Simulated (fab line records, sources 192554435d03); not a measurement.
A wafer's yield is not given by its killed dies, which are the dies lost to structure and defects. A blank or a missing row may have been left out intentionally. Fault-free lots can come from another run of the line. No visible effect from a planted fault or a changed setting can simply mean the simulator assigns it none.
fab line records	flow n5Finfet	part 1 of 2: steps 1 to 40 of 41
record lots=6	wafers=18	lastDay=18
route steps=1938 shown BEOL_M8@1381 BEOL_M9@1401 PASSIVATION@1936
lots that met no fault: from a run of the same line without faults
startH: start of the lot's first displayed wafer, in hours after the record's first day	waitH: hours since the lot's step before	" unchanged from the row above	L1.1+2: a single row standing in for several wafers	- value missing, or start not given	* or withheld: withheld	< > ~ a bound
route shown NAME@n: a module of which the file shows steps, and the number in the route of the first	usual: mean and standard deviation over wafers with no fault	same: alike in all rows	chamber/n: place in a boat	sites: per-site readings	_std_site: their standard deviation	_edge_site: outer sites' mean less inner sites'	radiusMm: how far each site lies from the wafer's centre	mask NAME#n: copy n	behind: the tool/chamber that last shaped the wafer	hold: what put the lot on hold/how long, in hours/how the hold closed	device: transistor that didn't switch, given as n, p or np	end of line: the route-end tests of the same wafers	a step given without rows: its recipe and nothing more	killed: dies that structure and defects cost at the first sort, which is not the same as the wafer's yield	map: per-die view of a wafer (x killed, . not killed, _ where there is no die)
set.NAME: the setting as run; set.NAME@STEP: as run at that earlier step	model.NAME: the simulator's own value behind a step, which no gauge read
lots at some steps of the route; a table a step, a row a wafer
services: the hour from which a tool's chamber was out of use, counted from the record's first day as startH (under 0 if before that day), plus the number of hours and why
## steps
# step N5_BEOL_M8_HM_STRIP_39
# recipe chemistry=peroxideTinStrip	material=TiN	targetDepthA=250	tempC=50	timeS=158
# step N5_BEOL_M8_SRD_40
# recipe timeS=30	tempC=23	rinseLiquid=diw	dry=ipaMarangoni
# step N5_BEOL_M8_PRECLEAN_42
# recipe chemistry=residueRemover	timeS=60	tempC=40
# step N5_BEOL_M8_SRD_43
# recipe timeS=30	tempC=23	rinseLiquid=diw	dry=ipaMarangoni
# step N5_BEOL_M8_CD_MEAS_35
# recipe targetCdNm=40	polarity=opening
# usual cdNm=40.0/0.48
lot.wafer	tool	chamber	startH	waitH	cdNm
L743.1	cdSem-01	-	214.46	0.0	39.6
L743.3	"	-	"	"	40.2
L743.4	"	-	"	"	39.7
L744.2	cdSem-02	-	240.39	0.0	39.8
L744.3	"	-	"	"	40.5
L744.4	"	-	"	"	39.9
L754.4	cdSem-02	-	292.11	0.0	40.6
L754.5	"	-	"	"	40.0
L754.6	"	-	"	"	40.5
L756.4	cdSem-03	-	304.25	0.0	40.1
L756.5	"	-	"	"	40.4
L756.6	"	-	"	"	39.9
L761.1	cdSem-03	-	347.86	0.0	40.0
L761.4	"	-	"	"	40.5
L761.5	"	-	"	"	40.0
L762.1	cdSem-03	-	369.44	0.0	39.7
L762.5	"	-	"	"	40.4
L762.6	"	-	"	"	39.8
# step N5_BEOL_M8_CURE_75
# recipe tempC=370	timeS=120	ambient=DMADMS/He	material=SiCOH_lowk
# step N5_BEOL_M8_DEGAS_44
# recipe ambient=vacuum	tempC=250	timeS=60
# step N5_BEOL_M8_PRE_CLEAN_45
# recipe gas=H2/He	timeS=30	tempC=250
# usual heaterPowerW=334/34
lot.wafer	tool	chamber	startH	waitH	heaterPowerW
L743.1	pvdSputter-01	-	215.07	0.0	345
L743.3	"	-	"	"	281
L743.4	"	-	"	"	361
L744.2	pvdSputter-01	-	242.05	0.0	376
L744.3	"	-	"	"	279
L744.4	"	-	"	"	357
L754.4	pvdSputter-02	-	292.97	0.0	365
L754.5	"	-	"	"	320
L754.6	"	-	"	"	374
L756.4	pvdSputter-01	-	304.75	0.0	281
L756.5	"	-	"	"	282
L756.6	"	-	"	"	348
L761.1	pvdSputter-03	-	348.56	0.0	299
L761.4	"	-	"	"	331
L761.5	"	-	"	"	299
L762.1	pvdSputter-03	-	370.07	0.0	328
L762.5	"	-	"	"	303
L762.6	"	-	"	"	386
# step N5_BEOL_M8_ALD_77
# recipe material=TaN	targetThkA=20	tempC=275	aldPrecursorFamily=PDMAT	aldCoReactant=NH3	pressureTorr=3	carrierFlowSccm=1500	pulseTimeS=2	purgeTimeS=3	coReactantPurgeTimeS=2	coReactantPulseTimeS=3	aldCycles=40	precursorVesselTempC=75	precursorVesselPressureTorr=26.25	precursorVesselCarrierSccm=1000
# usual heaterPowerW=414/46
# same aldCycles=40	coReactantPulseTimeS=3
lot.wafer	tool	chamber	startH	waitH	heaterPowerW
L743.1	aldMetal-03	0	215.15	0.1	383
L743.3	"	3	"	"	408
L743.4	"	1	"	"	426
L744.2	aldMetal-02	3	242.11	0.0	402
L744.3	"	2	"	"	377
L744.4	"	0	"	"	519
L754.4	aldMetal-03	3	293.03	0.0	410
L754.5	"	0	"	"	373
L754.6	"	1	"	"	426
L756.4	aldMetal-03	3	304.95	0.2	415
L756.5	"	0	"	"	369
L756.6	"	3	"	"	417
L761.1	aldMetal-02	1	348.80	0.2	415
L761.4	"	2	"	"	375
L761.5	"	0	"	"	517
L762.1	aldMetal-01	0	370.15	0.1	425
L762.5	"	2	"	"	414
L762.6	"	1	"	"	310
# step N5_BEOL_M8_SURFACE_TREAT_79
# recipe gas=Ar	timeS=*	ionEnergyEv=*	ionCurrentMaCm2=0.5	pressureMtorr=*	arFlowSccm=30
# step N5_BEOL_M8_CVD_78
# recipe material=Co	targetThkA=20	tempC=withheld	precursor=CCTBA/H2	pressureTorr=30	timeS=142.3
# step N5_BEOL_M8_SPUTTER_48
# recipe material=Cu	targetThkA=100	tempC=-20	biasV=60	powerW=26000	chamberPressurePa=0.13	timeS=1.667
# step N5_BEOL_M8_ECD_50
# recipe material=Cu	targetThkA=3000
lot.wafer	tool	chamber	startH	waitH
L743.1+3+4	ecdCu-02	0,1,0	216.25	0.1
L744.2+3+4	ecdCu-01	0,1,0	242.90	0.1
L754.4+5+6	ecdCu-01	0,1,0	293.91	0.1
L756.4+5+6	ecdCu-02	0,1,0	307.09	0.1
L761.1+4+5	ecdCu-02	1,0,1	351.26	0.1
L762.1+5+6	ecdCu-02	0,1,0	371.13	0.1
# step N5_BEOL_M8_ANNEAL_51
# recipe tempC=225	timeS=90	ambient=N2
# step N5_BEOL_M8_CMP_52
# recipe stopOn=SiCOH_lowk	tOverpolishS=6.9	downForcePsi=1	platenRpm=50	clearingPlatenDownForcePsi=1.5	clearingPlatenRpm=50	postCmpClean=cuAlkaline	targetThkNm=80	clearingPlatenPadVelocityMS=0.99484	padVelocityMS=0.99484
# step N5_BEOL_M8_THK_MEAS_53
# recipe thkMeasGauge=xrf	reads=Cu_of_BEOL_M8_ECD_50
# usual M8_THK=81.0/2
lot.wafer	tool	chamber	startH	waitH	M8_THK[nm]
L743.1	filmMetro-02	-	217.10	0.2	78.3
L743.3	"	-	"	"	80.3
L743.4	"	-	"	"	79.2
L744.2	filmMetro-01	-	243.59	-	79.9
L744.3	"	-	"	"	77.7
L744.4	"	-	"	"	81.7
L754.4	filmMetro-02	-	294.62	-	80.6
L754.5	"	-	"	"	80.8
L754.6	"	-	"	"	78.0
L756.4	filmMetro-02	-	307.75	-	81.4
L756.5	"	-	"	"	81.3
L756.6	"	-	"	"	84.2
L761.1	filmMetro-02	-	352.80	-	85.0
L761.4	"	-	"	"	83.5
L761.5	"	-	"	"	78.4
L762.1	filmMetro-02	-	371.81	-	80.8
L762.5	"	-	"	"	80.3
L762.6	"	-	"	"	82.5
# step N5_BEOL_M8_PRE_CLEAN_55
# recipe gas=NH3	timeS=15	tempC=withheld	rfPowerW=300
# step N5_BEOL_M8_DEP_56
# recipe material=SiCN	targetThkA=100	tempC=withheld	precursor=3MS/NH3	pressureTorr=3	rfW=202	timeS=17.5
# usual showerheadPlenumPTorr=3.670/0.01	throttleValvePct=9.0/0.38
lot.wafer	tool	chamber	startH	waitH	showerheadPlenumPTorr	throttleValvePct
L743.1	pecvd-03	1	217.17	0.0	3.673	8.6
L743.3	"	0	"	"	3.681	8.9
L743.4	"	1	"	"	3.675	8.8
L744.2	pecvd-03	1	243.66	0.0	3.668	8.8
L744.3	"	0	"	"	3.668	8.9
L744.4	"	1	"	"	3.669	8.6
L754.4	pecvd-02	0	294.70	0.0	3.676	9.8
L754.5	"	1	"	"	3.670	9.0
L754.6	"	2	"	"	3.660	8.8
L756.4	pecvd-02	1	307.83	0.0	3.676	9.1
L756.5	"	2	"	"	3.666	8.7
L756.6	"	0	"	"	3.672	9.8
L761.1	pecvd-03	1	352.87	0.0	3.669	8.7
L761.4	"	1	"	"	3.677	8.6
L761.5	"	0	"	"	3.670	9.2
L762.1	pecvd-01	2	371.87	0.0	3.691	9.4
L762.5	"	0	"	"	3.648	9.4
L762.6	"	1	"	"	3.679	8.9
# step N5_BEOL_M8_RS_MEAS_57
# recipe thkMeasGauge=four-point-probe	reads=Cu_of_BEOL_M8_ECD_50+Co_of_BEOL_M8_CVD_78+TaN_of_BEOL_M8_ALD_77
# usual M8_RS=0.282/0.0083
lot.wafer	tool	chamber	startH	waitH	M8_RS[ohm/sq]
L743.1	filmMetro-01	-	217.23	0.1	0.290
L743.3	"	-	"	"	0.281
L743.4	"	-	"	"	0.285
L744.2	filmMetro-02	-	243.75	0.1	0.285
L744.3	"	-	"	"	0.295
L744.4	"	-	"	"	0.278
L754.4	filmMetro-02	-	294.75	0.0	0.284
L754.5	"	-	"	"	0.283
L754.6	"	-	"	"	0.293
L756.4	filmMetro-02	-	307.88	0.0	0.280
L756.5	"	-	"	"	0.280
L756.6	"	-	"	"	0.270
L761.1	filmMetro-01	-	352.94	0.1	0.270
L761.4	"	-	"	"	0.275
L761.5	"	-	"	"	0.299
L762.1	filmMetro-02	-	371.94	0.1	0.285
L762.5	"	-	"	"	0.284
L762.6	"	-	"	"	0.277
# step N5_BEOL_M9_ILD_DEP_00
# recipe material=SiCOH_lowk	targetThkA=3085.1	tempC=300	precursor=DEMS/porogen	pressureTorr=5	rfW=500	timeS=58
# step N5_BEOL_M9_CURE_71
# recipe tempC=385	timeS=240	ambient=He/Ar	material=SiCOH_lowk
# usual lampPowerPct=52.32/0.049	wafer_temp_C_max=386.9/0.58
lot.wafer	tool	chamber	startH	waitH	lampPowerPct	wafer_temp_C_max
L743.1	uvCure-03	0	218.71	1.4	52.36	387.0
L743.3	"	0	"	"	52.31	387.5
L743.4	"	0	"	"	52.31	387.4
L744.2	uvCure-02	1	243.97	0.1	52.31	386.7
L744.3	"	1	"	"	52.38	386.7
L744.4	"	1	"	"	52.25	386.8
L754.4	uvCure-03	0	295.37	0.5	52.45	387.3
L754.5	"	0	"	"	52.26	386.4
L754.6	"	0	"	"	52.37	386.9
L756.4	uvCure-02	2	308.29	0.3	52.41	386.3
L756.5	"	2	"	"	52.41	386.3
L756.6	"	2	"	"	52.35	386.2
L761.1	uvCure-02	0	353.08	0.0	52.40	386.7
L761.4	"	0	"	"	52.38	386.0
L761.5	"	0	"	"	52.37	386.8
L762.1	uvCure-02	2	372.08	0.0	52.26	387.6
L762.5	"	2	"	"	52.34	386.7
L762.6	"	2	"	"	52.28	387.5
# step N5_BEOL_M9_THK_MEAS_01
# recipe reads=SiCOH_lowk_of_BEOL_M9_ILD_DEP_00
# usual M9_ILD_THK=267/3.5
lot.wafer	tool	chamber	startH	waitH	M9_ILD_THK[nm]
L743.1	filmMetro-02	-	219.22	0.4	262
L743.3	"	-	"	"	261
L743.4	"	-	"	"	268
L744.2	filmMetro-02	-	244.40	0.4	269
L744.3	"	-	"	"	267
L744.4	"	-	"	"	274
L754.4	filmMetro-02	-	295.88	0.4	267
L754.5	"	-	"	"	268
L754.6	"	-	"	"	271
L756.4	filmMetro-01	-	308.57	0.2	270
L756.5	"	-	"	"	270
L756.6	"	-	"	"	273
L761.1	filmMetro-01	-	354.07	0.8	262
L761.4	"	-	"	"	268
L761.5	"	-	"	"	269
L762.1	filmMetro-01	-	372.60	0.4	264
L762.5	"	-	"	"	270
L762.6	"	-	"	"	271
# step N5_BEOL_M9_PECVD_70
# recipe material=SiO2	targetThkA=200	tempC=400	precursor=TEOS/O2	pressureTorr=5.5	rfW=450	teosFlowSccm=53.8	gas=O2	flowSccm=3000	timeS=22.7
# step N5_BEOL_M9_HM_DEP_02
# recipe material=TiN	targetThkA=200	tempC=25	chamberPressurePa=0.49996
# step N5_BEOL_M9_COAT_59
# recipe resist=SOC	tempC=250	timeS=60	spinRpm=1500	resistThkNm=100
# step N5_BEOL_M9_COAT_60
# recipe resist=SiARC	tempC=220	timeS=60	spinRpm=1500	resistThkNm=30
# step N5_BEOL_M9_COAT_05
# recipe resist=CAR-ArF	spinRpm=1500	resistThkNm=90
# step N5_BEOL_M9_EBR_07
# recipe solvent=PGMEA	ebrWidthMm=1.5
# step N5_BEOL_M9_SOFTBAKE_06
# recipe tempC=110	timeS=60	resist=CAR-ArF
# step N5_BEOL_M9_EXPOSE_08
# recipe maskId=M9	na=1.35	sourceShape=dipole	sigmaInner=0.411	sigmaOuter=0.611	polarization=te	doseMj=53.75
# step N5_BEOL_M9_PEB_09
# recipe pebTempC=withheld	pebTimeS=60	resist=CAR-ArF
# step N5_BEOL_M9_DEVELOP_10
# recipe developTimeS=30	developer=TMAH	resist=CAR-ArF	rinseLiquid=diw	dry=airSpin	devTempC=23
# step N5_BEOL_M9_CD_MEAS_11
# recipe targetCdNm=64.1	landingEnergyEv=500	detector=seInlens	polarity=opening
# usual cdNm=64.1/0.56
lot.wafer	tool	chamber	startH	waitH	cdNm
L743.1	cdSem-03	0	219.69	-	63.6
L743.3	"	0	"	"	64.6
L743.4	"	0	"	"	64.5
L744.2	cdSem-03	0	245.88	-	63.8
L744.3	"	0	"	"	65.0
L744.4	"	0	"	"	64.4
L754.4	cdSem-02	0	297.84	-	63.6
L754.5	"	0	"	"	64.6
L754.6	"	0	"	"	64.7
L756.4	cdSem-01	0	309.52	-	63.9
L756.5	"	0	"	"	63.7
L756.6	"	0	"	"	64.4
L761.1	cdSem-02	0	356.88	-	63.7
L761.4	"	0	"	"	64.4
L761.5	"	0	"	"	63.1
L762.1	cdSem-02	0	374.59	-	64.4
L762.5	"	0	"	"	64.0
L762.6	"	0	"	"	65.2
# step N5_BEOL_M9_OVL_MEAS_12
# recipe pointsPerWafer=44
# usual M9_OVL=0.3/0.66
lot.wafer	tool	chamber	startH	waitH	M9_OVL[nm]
L743.1	overlay-01	0	219.72	0.0	-0.5
L743.3	"	0	"	"	0.3
L743.4	"	0	"	"	0.0
L744.2	overlay-02	0	245.91	0.0	1.4
L744.3	"	0	"	"	1.4
L744.4	"	0	"	"	0.5
L754.4	overlay-02	0	297.86	0.0	0.7
L754.5	"	0	"	"	-0.3
L754.6	"	0	"	"	0.4
L756.4	overlay-01	0	309.55	0.0	-0.8
L756.5	"	0	"	"	0.1
L756.6	"	0	"	"	0.0
L761.1	overlay-02	0	356.92	0.0	-0.6
L761.4	"	0	"	"	-0.3
L761.5	"	0	"	"	-1.2
L762.1	overlay-02	0	374.62	0.0	0.6
L762.5	"	0	"	"	0.8
L762.6	"	0	"	"	-0.1
# step N5_BEOL_M9_DESCUM_16
# recipe chemistry=O2	timeS=7.9	sourcePowerW=50	biasPowerW=20	pressureMtorr=20	rfFrequencyHz=2.712e+07	tempC=40	resist=CAR-ArF	o2FlowSccm=225
# step N5_BEOL_M9_ETCH_61
# recipe chemistry=CF4	target=SiARC	targetDepthA=390	maskMaterial=CAR-ArF	timeS=65	ionEnergyEv=80	pressureMtorr=40	sourceW=545	biasW=36	Ar_flow_sccm=100	cf4FlowSccm=100	ends=cleared
# step N5_BEOL_M9_ETCH_62
# recipe chemistry=N2/H2	target=SOC	targetDepthA=1100	overetchA=220	maskMaterial=SiARC	tempC=40	timeS=165	ionEnergyEv=200	pressureMtorr=30	sourceW=840	biasW=150	n2FlowSccm=200	h2FlowSccm=200
# step N5_BEOL_M9_STRIP_68
# recipe chemistry=N2/H2	tempC=40	n2FlowSccm=200	h2FlowSccm=200	rfFrequencyHz=6e+07
# step N5_BEOL_M9_STRIP_67
# recipe chemistry=CF4	resist=SiARC	powerW=300	biasPowerW=75	pressureMtorr=50	cf4FlowSccm=150	rfFrequencyHz=6e+07
# step N5_BEOL_M9_HM_OPEN_17
# recipe chemistry=Cl2/BCl3	targetDepthA=200	overetchA=60	target=TiN	maskMaterial=SOC	ionEnergyEv=150	pressureMtorr=10	icpW=1000	biasW=126	Cl2_flow_sccm=53.25	bcl3FlowSccm=21.75	Ar_flow_sccm=25
# usual drypumpMotorCurrentA=5.4/0.35	oesProductAu=0.65/0.07	throttleValvePct=22.30/0.25
lot.wafer	tool	chamber	startH	waitH	drypumpMotorCurrentA	oesProductAu	rfHoursCounterH	throttleValvePct
L743.1	rieMetal-03	1	220.05	0.0	5.7	0.71	24	22.40
L743.3	"	0	"	"	5.1	0.59	-	22.22
L743.4	"	1	"	"	5.7	0.70	-	22.39
L744.2	rieMetal-01	1	246.24	0.0	6.0	0.58	92	22.76
L744.3	"	0	"	"	5.2	0.67	-	22.21
L744.4	"	1	"	"	6.0	0.57	-	22.76
L754.4	rieMetal-02	1	298.25	0.1	5.2	0.83	-	21.92
L754.5	"	1	"	"	5.2	0.83	-	21.91
L754.6	"	0	"	"	5.2	0.73	-	21.93
L756.4	rieMetal-03	0	309.91	0.1	5.1	0.59	-	22.23
L756.5	"	1	"	"	5.7	0.70	-	22.39
L756.6	"	0	"	"	5.1	0.59	-	22.22
L761.1	rieMetal-03	1	357.26	0.0	5.7	0.68	35	22.42
L761.4	"	1	"	"	5.7	0.67	-	22.41
L761.5	"	0	"	"	5.1	0.57	-	22.25
L762.1	rieMetal-01	0	374.96	0.0	5.1	0.65	50	22.23
L762.5	"	0	"	"	5.1	0.65	-	22.22
L762.6	"	0	"	"	5.1	0.65	-	22.23
